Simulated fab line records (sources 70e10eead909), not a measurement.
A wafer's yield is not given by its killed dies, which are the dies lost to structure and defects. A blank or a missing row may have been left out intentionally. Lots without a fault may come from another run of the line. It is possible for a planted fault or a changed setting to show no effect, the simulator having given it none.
The tool behind it: which one? | flow nand_harc | 6 lots, 18 wafers sampled, at 4 steps of a route of 1302

== WHAT THE GAUGES SHOWED, per wafer ==
NHARC_A_CONTACT_CD_MEAS_08: the cd target is 200 nm.
lot  | measured     | on        | cd_nm (nm)
L477 | day 22 21:39 | cd_sem-02 | 200.6 200.4 200.6
L482 | day 24 14:52 | cd_sem-03 | 200.1 200.3 199.6
L483 | day 26 23:07 | cd_sem-02 | 202.2 202.0 202.1
L487 | day 27 16:07 | cd_sem-03 | 200.0 199.5 200.0
L497 | day 30 19:59 | cd_sem-01 | 200.2 200.2 199.9
L498 | day 31 17:56 | cd_sem-02 | 200.1 200.2 200.3

== EACH LOT AND THE TOOL THAT RAN IT (in order: tool; ch and the chambers of the sampled wafers; start) ==
lot  | NHARC_A_CONTACT_ETCH_124             | NHARC_A_CONTACT_STRIP_82                      | NHARC_A_CONTACT_EXPOSE_05
L477 | har_cap_etch-03 ch 0,1, day 22 15:31 | rie_diel-12 ch 0,1,2, day 22 21:31 or earlier | arfi_scanner-02 ch 0, day 22 21:31
L482 | har_cap_etch-02 ch 0,1, day 24 03:04 | rie_diel-04 ch 1,2,3, day 24 14:44 or earlier | arfi_scanner-01 ch 0, day 24 14:44
L483 | har_cap_etch-03 ch 1, day 26 09:46   | rie_diel-04 ch 2,3, day 26 22:58 or earlier   | arfi_scanner-01 ch 0, day 26 22:58
L487 | har_cap_etch-03 ch 0,1, day 27 09:26 | rie_diel-04 ch 0,3, day 27 15:58 or earlier   | arfi_scanner-03 ch 0, day 27 15:58
L497 | har_cap_etch-02 ch 0,1, day 30 12:58 | rie_diel-12 ch 0,2,3, day 30 19:52 or earlier | arfi_scanner-02 ch 0, day 30 19:52
L498 | har_cap_etch-02 ch 0,1, day 31 11:31 | rie_diel-12 ch 0,3, day 31 17:48 or earlier   | arfi_scanner-03 ch 0, day 31 17:48
- NHARC_A_CONTACT_ETCH_124: etches the open film in C4F8/O2/Ar, time 140 s, target depth 700 nm.
- NHARC_A_CONTACT_STRIP_82: strips in O2.
- NHARC_A_CONTACT_EXPOSE_05: exposes mask A CC.

== THE ANSWER, worked out from the rows above alone ==
Rule: what is usual is taken from the lots themselves. The widest of any qualifying gaps counts: lots, ordered by their means at a reading, are off when they make up no more than a third of the lots, leave a main group of 4 or more, and stand apart from it by 3 or more times the standard deviation of that group's means. Not used: any main group whose means are identical at the precision the tables above print for the reading. A lot without any number at a reading at which 4 lots or more have one is off too. The other lots that the step has rows for count as sound.
Off: L483 (NHARC_A_CONTACT_CD_MEAS_08, cd_nm). For the main group the mean is 200.1 nm and the standard deviation 0.23.
A tool fits if, at a process step before that reading, it ran every lot that is off, and no sound lot after the first of them. The gauges at NHARC_A_CONTACT_CD_MEAS_08 are tried like those tools. Because NHARC_A_CONTACT_STRIP_82 lacks a start for some lots, the hours and order of its lots are taken from NHARC_A_CONTACT_EXPOSE_05. One fits: NHARC_A_CONTACT_EXPOSE_05 on arfi_scanner-01. Its last sound lot is L482 (day 24 14:44), its first lot that is off L483 (day 26 22:58): a fault that began between those two fits.

== WHAT THE SIMULATOR HAD INSERTED ==
Process parameters drifting: arfi_scanner-01 at NHARC_A_CONTACT_EXPOSE_05, beginning at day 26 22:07. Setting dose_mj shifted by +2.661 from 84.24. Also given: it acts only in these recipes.
Struck lots among those shown: L483. Same finding as the rule above.
